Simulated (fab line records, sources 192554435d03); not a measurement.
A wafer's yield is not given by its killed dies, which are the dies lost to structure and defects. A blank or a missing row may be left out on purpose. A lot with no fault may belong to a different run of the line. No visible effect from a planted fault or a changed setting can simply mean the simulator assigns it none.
Problem report, 8D (eight disciplines) form, completed by code / flow n5 finfet / the parts of the form that need people (team, actions taken, sign-off) are left out

## 1. WHAT WENT WRONG
At N5_BEOL_M4_COAT_73, plate temp C averages 202.74 C over 6 wafers from 2 lots, while fault-free wafers read 205.00 C, standard deviation 0.15. That is -15 standard deviations from the usual mean.
The step: time 60 s, resist thk 5 nm.
The first sign was on wafer L877.1 at day 9 00:36, on litho track-05. The record holds 32 wafers of 11 lots with a number at this step. Rule for "out" (also "out of limits"): further than 4 standard deviations from the usual mean. All remaining wafers that have a number are taken as sound.

## 2. WHAT IT IS AND WHAT IT IS NOT
question=which readings at this step | is=plate temp C | is not=-
question=which lots | is=L877, L879 | is not=L874, L876, L886, L887, L889, L890, L892, L893, L896
question=which wafers of those lots | is=all that have a number | is not=-
question=read on which tools | is=litho track-05 | is not=litho track-01, litho track-02
question=when | is=from day 9 00:36 | is not=up to then (6 sound wafers); but 20 sound wafers of L886, L887, L889, L890, L892, L893, L896 came after

## 3. THE SUSPECTS, EACH WITH WHAT RULES IT OUT
Counting: any tool at a process step up to the reading is kept as a suspect provided that every lot that is out went through it and no sound lot did after the first of them.
- litho track-05 at N5_BEOL_M4_COAT_73 (time 60 s, resist thk 5 nm): ruled out as a lasting fault. Sound lots L892, L893, L896 ran on it after its first lot that is out, L877 (day 9 00:36).
Left after counting: nothing in the record.

## 4. THE CAUSE (what the simulator had put in)
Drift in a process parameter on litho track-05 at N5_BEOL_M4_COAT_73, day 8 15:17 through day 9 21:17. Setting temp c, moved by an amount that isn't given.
Counting ruled it out, wrongly.

## 5. SEQUENCE OF EFFECTS, ordered by route
Each row: a reading whose mean over the struck wafers that have a number lies more than 3 standard deviations from the usual. Scope: only readings with a usual standard deviation given in the record; hours: median across lots of the time from each lot's start at the first step in this table that gives one to its start at this step; sigmas: change in usual standard deviations.
hours=0; step=N5_BEOL_M4_COAT_73; reading=heater power total W; usual=391.9 W; on struck wafers=386.2; change=-5.7; sigmas=-4.4
hours=0; step=N5_BEOL_M4_COAT_73; reading=plate temp C; usual=205.00 C; on struck wafers=202.74; change=-2.26; sigmas=-15
Process steps it contains:
- N5_BEOL_M4_COAT_73: time 60 s, resist thk 5 nm.
At these later measuring or inspecting steps, every struck wafer for which the step has a row has a number for every such reading, and none has moved that far: N5_BEOL_M4_RC_MEAS_101.

## 6. WHAT WOULD HAVE CAUGHT IT SOONER
First out-of-limits reading in this record: day 9 00:36, which is 9 hours after fault onset at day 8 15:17.
